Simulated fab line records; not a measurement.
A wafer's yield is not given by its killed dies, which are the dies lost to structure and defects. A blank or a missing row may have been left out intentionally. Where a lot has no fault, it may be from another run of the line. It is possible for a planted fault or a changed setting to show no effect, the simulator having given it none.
Struck lot and sound lot, side by side || flow n5-finfet || 36 steps out of a route of 1938
Sound: these wafers, L909.2, L909.4, L909.6. Struck: wafers L903.1, L903.5 (left out: L903.4, a lot-mate that was not struck); the cause follows at the end.
Per side, at each step with rows, come the tool, then ch with its chambers, and then its first start. Under that, the readings that differ: sound wafers || struck wafers || difference of the means || sigmas: that difference in standard deviations of wafers without a fault.
alike: a reading whose means differ by less than 2 such deviations, as well as words and numbers matching on both sides. not compared: withheld readings; readings where some wafer has no value; bounds like >300 that might hide an equal value; numbers whose values overlap and for which the record gives no deviation.
A row with sigmas, a row that says differs or no value, or rows on one side alone: a step with any of these is where the two part. Non-overlapping numbers with no deviation appear without sigmas and do not part them. A reading that every wafer of one side lacks parts them only if that side has two wafers or more.

first, 8 steps without rows for these wafers: N5_BEOL_M10_SPUTTER_48 (material Cu, target thk 12 nm, time 2 s); N5_BEOL_M10_ECD_50 (material Cu, target thk 318 nm); N5_BEOL_M10_ANNEAL_51 (time 90 s); N5_BEOL_M10_CMP_52 (polishes, stops on SiCOH lowk, t overpolish 7 s, target thk 140 nm); N5_BEOL_M10_PRE_CLEAN_55 (time 15 s); N5_BEOL_M10_DEP_56 (deposits SiCN from 3MS/NH3, target thk 15 nm, time 26.5 s); N5_BEOL_M11_ILD_DEP_00 (deposits SiCOH lowk from DEMS/porogen, target thk 308.51 nm, time 58 s); N5_BEOL_M11_CURE_71 (cures SiCOH lowk, time 240 s).
N5_BEOL_M11_PECVD_70: deposits SiO2 from TEOS/O2, target thk 20 nm, time 22.7 s.
  sound on pecvd-04 ch 0,1,2, day 16 16:41; struck on pecvd-01 ch 2, day 15 00:11
{"reading": "showerhead-plenum-p-Torr (Torr)", "sound": "8.75 8.75 8.78", "struck": "8.91 8.93", "difference": "+0.16", "sigmas": "+3"}
  alike: heater-power-w, throttle-valve-pct
then, 9 steps without rows for these wafers: N5_BEOL_M11_HM_DEP_02 (deposits TiN, target thk 20 nm); N5_BEOL_M11_COAT_59 (time 60 s, resist thk 100 nm); N5_BEOL_M11_COAT_60 (time 60 s, resist thk 30 nm); N5_BEOL_M11_COAT_05 (resist thk 90 nm); N5_BEOL_M11_EBR_07; N5_BEOL_M11_SOFTBAKE_06 (time 60 s); N5_BEOL_M11_EXPOSE_08 (exposes mask M11); N5_BEOL_M11_PEB_09 (peb time 60 s); N5_BEOL_M11_DEVELOP_10 (develop time 30 s).
N5_BEOL_M11_INSPECT_13: inspects for defects (brightfield).
  sound on defect-inspect-01 at day 16 19:05; struck on defect-inspect-02 at day 15 01:04
{"reading": "raw-defect-count", "sound": "464 409 598", "struck": "822 740", "difference": "+291", "sigmas": "+3"}
then, 15 steps without rows for these wafers: N5_BEOL_M11_DESCUM_16 (chemistry O2, time 7.9 s); N5_BEOL_M11_ETCH_61 (etches SiARC in CF4, target depth 39 nm, time 65 s); N5_BEOL_M11_ETCH_62 (etches SOC in N2/H2, target depth 110 nm, overetch 22 nm, time 165 s); N5_BEOL_M11_STRIP_68 (strips in N2/H2); N5_BEOL_M11_STRIP_67 (strips in CF4); N5_BEOL_M11_HM_OPEN_17 (chemistry Cl2/BCl3, target TiN, target depth 20 nm, overetch 6 nm); N5_BEOL_M11_STRIP_19 (strips in O2); N5_BEOL_M11_COAT_63 (time 60 s, resist thk 100 nm); N5_BEOL_M11_COAT_64 (time 60 s, resist thk 30 nm); N5_BEOL_M11_COAT_22 (resist thk 90 nm); N5_BEOL_M11_EBR_24; N5_BEOL_M11_SOFTBAKE_23 (time 60 s); N5_BEOL_M11_EXPOSE_25 (exposes mask V10); N5_BEOL_M11_PEB_26 (peb time 60 s); N5_BEOL_M11_DEVELOP_27 (develop time 30 s).
N5_BEOL_M11_INSPECT_30: inspects for defects (brightfield).
  sound on defect-inspect-02 at day 16 20:17; struck on defect-inspect-01 at day 15 05:18
{"reading": "raw-defect-count", "sound": "410 372 533", "struck": "836 800", "difference": "+380", "sigmas": "+4"}
N5_PASSIVATION_PROBE_49:
  only the struck wafers here have rows in the record (prober-01, day 17 03:24); the sound ones have none

## WHERE THEY PART
Last at N5_PASSIVATION_PROBE_49 as far as this record goes, first at N5_BEOL_M11_PECVD_70.

WHY: whatever the simulator had introduced
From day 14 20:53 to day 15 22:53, pecvd-01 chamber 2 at N5_BEOL_M11_PECVD_70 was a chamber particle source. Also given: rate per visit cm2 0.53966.
